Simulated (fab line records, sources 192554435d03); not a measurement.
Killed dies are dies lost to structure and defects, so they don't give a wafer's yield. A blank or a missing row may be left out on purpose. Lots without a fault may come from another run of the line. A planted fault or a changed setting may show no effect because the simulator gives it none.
Split-lot experiment | flow n5_finfet | 7 lots, 17 wafers read, on a route of 1938 steps

THE SPLIT
At N5_BEOL_M2_SPUTTER_94 (material Cu, target thk 4.5 nm, time 8.29 s), the setting time_s was moved away from the recipe's 8.29 s on 4 of the 17 wafers read, by -7.2% to +13.8%. The other wafers ran this setting at the recipe's value.

The reading is taken at the split's own step.

THE READING
Cu_of_BEOL_M2_SPUTTER_94.thk_nm (the simulator's own value, which no gauge read), in nm, at N5_BEOL_M2_SPUTTER_94 (material Cu, target thk 4.5 nm, time 8.29 s). The file gives no usual value for it. The 13 wafers here that ran the recipe average 4.5 nm, standard deviation 0.12 nm.

wafer  | tool, chamber at the split | time_s as run, s | against the recipe | Cu_of_BEOL_M2_SPUTTER_94.thk_nm, nm | against lot-mates on the recipe
L080.1 | pvd_sputter-03, -          | 7.689            | -7.2%              | 4.2                                 | -0.4
L080.3 | pvd_sputter-03, -          | 8.29             | recipe             | 4.6                                 | -
L080.6 | pvd_sputter-03, -          | 8.29             | recipe             | 4.6                                 | -
L081.1 | pvd_sputter-02, -          | 8.29             | recipe             | 4.4                                 | -
L081.4 | pvd_sputter-02, -          | 7.721            | -6.9%              | 4.2                                 | -0.2
L083.6 | pvd_sputter-01, -          | 8.29             | recipe             | 4.4                                 | -
L082.2 | pvd_sputter-02, -          | 8.29             | recipe             | 4.6                                 | -
L082.5 | pvd_sputter-02, -          | 8.29             | recipe             | 4.6                                 | -
L082.4 | pvd_sputter-02, -          | 9.43             | +13.8%             | 5.2                                 | +0.6
L089.2 | pvd_sputter-01, -          | 7.71             | -7.0%              | 4.2                                 | -0.4
L089.4 | pvd_sputter-01, -          | 8.29             | recipe             | 4.6                                 | -
L093.1 | pvd_sputter-02, -          | 8.29             | recipe             | 4.4                                 | -
L093.4 | pvd_sputter-02, -          | 8.29             | recipe             | 4.4                                 | -
L093.5 | pvd_sputter-02, -          | 8.29             | recipe             | 4.4                                 | -
L094.2 | pvd_sputter-02, -          | 8.29             | recipe             | 4.4                                 | -
L094.3 | pvd_sputter-02, -          | 8.29             | recipe             | 4.4                                 | -
L094.6 | pvd_sputter-02, -          | 8.29             | recipe             | 4.2                                 | -

THE FIT
A straight line over all 17 wafers: Cu_of_BEOL_M2_SPUTTER_94.thk_nm changes by +0.0468 nm for each +1% of time_s; r = +0.88; the points scatter about the line by 0.12 nm.
The same after taking each lot's own level away (the mean of its wafers on the recipe; 17 wafers): +0.0453 nm for each +1%; r = +0.96; scatter 0.058 nm.
On that fit, the largest move of time_s shifts the reading by 0.62 nm.
The lots' own levels span 4.33 to 4.60 nm, that is 2.2 times the standard deviation above.
So the lot-to-lot level changes the slope little: the two slopes agree.
Check: with one of the wafers moved furthest among these (+13.8%) left out of the fit, the line predicts +0.655 nm for it against its lot-mates. It came out at +0.6 nm against them.

OTHER SPLITS ON THESE WAFERS
These wafers also went through other splits before the reading. Each is held against what the fit with the lots' levels taken away leaves over:
other split on the same wafers | wafers away from the commonest value | r with Cu_of_BEOL_M2_SPUTTER_94.thk_nm (lot level and that fit taken away)
N5_BEOL_M2_DESCUM_33 time_s    | 2                                    | +0.03

THE FILE'S OWN FIT
Cu_of_BEOL_M2_SPUTTER_94.thk_nm changes by +0.0455 nm for each +1% of time_s, r = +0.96.
